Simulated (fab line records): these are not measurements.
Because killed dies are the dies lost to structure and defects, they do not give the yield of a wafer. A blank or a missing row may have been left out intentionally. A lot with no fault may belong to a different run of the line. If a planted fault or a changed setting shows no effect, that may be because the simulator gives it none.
Chamber matching + flow n5-finfet + 4 sister chambers for N5_BEOL_M0_CMP_120 on cmp-02
The step polishes, stops on SiOC, t overpolish 6.9 s. 8 wafers are shown with their chamber, then 8 later ones without.

## WAFERS, EACH WITH ITS CHAMBER
| wafer  | chamber | motor-current-A (A) | time-to-endpoint-s (s) |
|--------|---------|---------------------|------------------------|
| L081.3 | 2       | 6.5                 | 61                     |
| L081.5 | 1       | 5.4                 | 60                     |
| L083.2 | 3       | 5.4                 | 56                     |
| L083.5 | 0       | 6.0                 | 63                     |
| L085.2 | 3       | 5.1                 | 61                     |
| L085.5 | 1       | 5.5                 | 55                     |
| L085.6 | 2       | 6.8                 | 57                     |
| L088.3 | 0       | 5.8                 | 66                     |

## WAFERS WHOSE CHAMBER IS MISSING
| wafer  | motor-current-A (A) | time-to-endpoint-s (s) |
|--------|---------------------|------------------------|
| L088.5 | 4.9                 | 62                     |
| L088.6 | 5.8                 | 64                     |
| L093.2 | 5.1                 | 59                     |
| L093.4 | 5.5                 | 64                     |
| L093.6 | 5.1                 | 58                     |
| L096.1 | 6.5                 | 55                     |
| L096.2 | 5.8                 | 57                     |
| L096.6 | 5.5                 | 58                     |

## THE CHAMBER EACH PASSED THROUGH
| wafer  | from the rows above          | in truth |
|--------|------------------------------|----------|
| L088.5 | can't be placed: 3 or 1      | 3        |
| L088.6 | 0                            | 0        |
| L093.2 | can't be placed: 3 or 1      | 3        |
| L093.4 | can't be placed: 1 or 3 or 0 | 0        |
| L093.6 | can't be placed: 3 or 1      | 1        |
| L096.1 | 2                            | 2        |
| L096.2 | can't be placed: 1 or 0 or 3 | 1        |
| L096.6 | can't be placed: 1 or 3      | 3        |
Correctly placed: 2 of 8. These rows do not allow placing 6 (true chamber among the candidates in 6). Wrongly placed: 0.
How it was worked out, from the rows above alone: a wafer's distance from a chamber is the root of the sum, over the readings, of the square of ((its reading less the chamber's mean) divided by the reading's scatter). The wafer belongs to the nearest chamber; if the next one is less than 2 further off, it can't be placed. Each chamber's mean is taken over the wafers shown for it. How the scatter is found: for the shown wafers, subtract from each reading the mean of its chamber, square and add these, divide the total by (wafers less chambers), then take the root.
